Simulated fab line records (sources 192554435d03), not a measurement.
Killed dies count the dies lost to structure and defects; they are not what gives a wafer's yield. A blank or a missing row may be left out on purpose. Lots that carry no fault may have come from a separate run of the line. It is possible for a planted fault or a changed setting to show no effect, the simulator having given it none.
Matching of chambers :: flow n5Finfet :: N5_BEOL_M9_ETCH_76 on rieDiel-01 has 4 sister chambers
The step etches underlayer in N2/H2, target depth 6.5 nm, time 5.2 s. 16 wafers are shown with their chamber, then 8 later ones without.

== WAFERS, EACH WITH ITS CHAMBER ==
wafer: L076.2
chamber: 3
drypumpMotorCurrentA (A): 5.2
throttleValvePct (%): 18.07
showerheadPlenumPTorr (Torr): 2.51

wafer: L076.3
chamber: 0
drypumpMotorCurrentA (A): 5.3
throttleValvePct (%): 17.91
showerheadPlenumPTorr (Torr): 2.56

wafer: L076.5
chamber: 3
drypumpMotorCurrentA (A): 5.2
throttleValvePct (%): 18.11
showerheadPlenumPTorr (Torr): 2.51

wafer: L078.1
chamber: 1
drypumpMotorCurrentA (A): 5.5
throttleValvePct (%): 17.94
showerheadPlenumPTorr (Torr): 2.63

wafer: L078.2
chamber: 2
drypumpMotorCurrentA (A): 5.9
throttleValvePct (%): 18.37
showerheadPlenumPTorr (Torr): 2.51

wafer: L078.6
chamber: 2
drypumpMotorCurrentA (A): 5.8
throttleValvePct (%): 18.36
showerheadPlenumPTorr (Torr): 2.51

wafer: L083.1
chamber: 3
drypumpMotorCurrentA (A): 5.2
throttleValvePct (%): 18.10
showerheadPlenumPTorr (Torr): 2.50

wafer: L083.2
chamber: 2
drypumpMotorCurrentA (A): 5.8
throttleValvePct (%): 18.37
showerheadPlenumPTorr (Torr): 2.51

wafer: L083.4
chamber: 2
drypumpMotorCurrentA (A): 5.9
throttleValvePct (%): 18.37
showerheadPlenumPTorr (Torr): 2.51

wafer: L086.2
chamber: 0
drypumpMotorCurrentA (A): 5.3
throttleValvePct (%): 17.90
showerheadPlenumPTorr (Torr): 2.56

wafer: L086.4
chamber: 1
drypumpMotorCurrentA (A): 5.5
throttleValvePct (%): 17.97
showerheadPlenumPTorr (Torr): 2.62

wafer: L086.6
chamber: 2
drypumpMotorCurrentA (A): 5.8
throttleValvePct (%): 18.39
showerheadPlenumPTorr (Torr): 2.50

wafer: L085.1
chamber: 2
drypumpMotorCurrentA (A): 5.8
throttleValvePct (%): 18.38
showerheadPlenumPTorr (Torr): 2.50

wafer: L085.3
chamber: 0
drypumpMotorCurrentA (A): 5.3
throttleValvePct (%): 17.92
showerheadPlenumPTorr (Torr): 2.56

wafer: L085.4
chamber: 2
drypumpMotorCurrentA (A): 5.9
throttleValvePct (%): 18.39
showerheadPlenumPTorr (Torr): 2.50

wafer: L089.3
chamber: 0
drypumpMotorCurrentA (A): 5.3
throttleValvePct (%): 17.92
showerheadPlenumPTorr (Torr): 2.56

SIGNATURES (averages over the wafers above)
reading: drypumpMotorCurrentA
chamber 0: 5.300
chamber 1: 5.500
chamber 2: 5.843
chamber 3: 5.200
scatter within a chamber: 0.0378

reading: throttleValvePct
chamber 0: 17.9125
chamber 1: 17.9550
chamber 2: 18.3757
chamber 3: 18.0933
scatter within a chamber: 0.014

reading: showerheadPlenumPTorr
chamber 0: 2.5600
chamber 1: 2.6250
chamber 2: 2.5057
chamber 3: 2.5067
scatter within a chamber: 0.0049
Rule: distance of a wafer from a chamber = root of the sum over the readings of ((wafer's reading minus chamber's mean) / reading's scatter) squared. If the next closest chamber is less than 2 further off than the closest, the wafer can't be placed; otherwise it belongs to the closest. The scatter is the square root of a quotient: the sum, over the shown wafers, of each reading's squared deviation from its chamber's mean, divided by wafers minus chambers.

== WAFERS WHOSE CHAMBER IS MISSING ==
wafer: L089.4
drypumpMotorCurrentA (A): 5.2
throttleValvePct (%): 17.77
showerheadPlenumPTorr (Torr): 2.50

wafer: L089.6
drypumpMotorCurrentA (A): 5.5
throttleValvePct (%): 17.98
showerheadPlenumPTorr (Torr): 2.62

wafer: L094.2
drypumpMotorCurrentA (A): 5.5
throttleValvePct (%): 17.98
showerheadPlenumPTorr (Torr): 2.62

wafer: L094.3
drypumpMotorCurrentA (A): 5.3
throttleValvePct (%): 17.93
showerheadPlenumPTorr (Torr): 2.56

wafer: L094.5
drypumpMotorCurrentA (A): 5.5
throttleValvePct (%): 17.97
showerheadPlenumPTorr (Torr): 2.62

wafer: L097.1
drypumpMotorCurrentA (A): 5.3
throttleValvePct (%): 17.92
showerheadPlenumPTorr (Torr): 2.55

wafer: L097.4
drypumpMotorCurrentA (A): 5.5
throttleValvePct (%): 18.02
showerheadPlenumPTorr (Torr): 2.61

wafer: L097.5
drypumpMotorCurrentA (A): 5.3
throttleValvePct (%): 17.96
showerheadPlenumPTorr (Torr): 2.55

== WHICH CHAMBER EACH WENT THROUGH ==
wafer: L089.4
from the rows above: 0
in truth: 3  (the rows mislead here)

wafer: L089.6
from the rows above: 1
in truth: 1

wafer: L094.2
from the rows above: 1
in truth: 1

wafer: L094.3
from the rows above: 0
in truth: 0

wafer: L094.5
from the rows above: 1
in truth: 1

wafer: L097.1
from the rows above: 0
in truth: 0

wafer: L097.4
from the rows above: 1
in truth: 1

wafer: L097.5
from the rows above: 0
in truth: 0
Placed correctly: 7 of 8. Not placeable from these rows: 0. Number placed wrongly: 1.
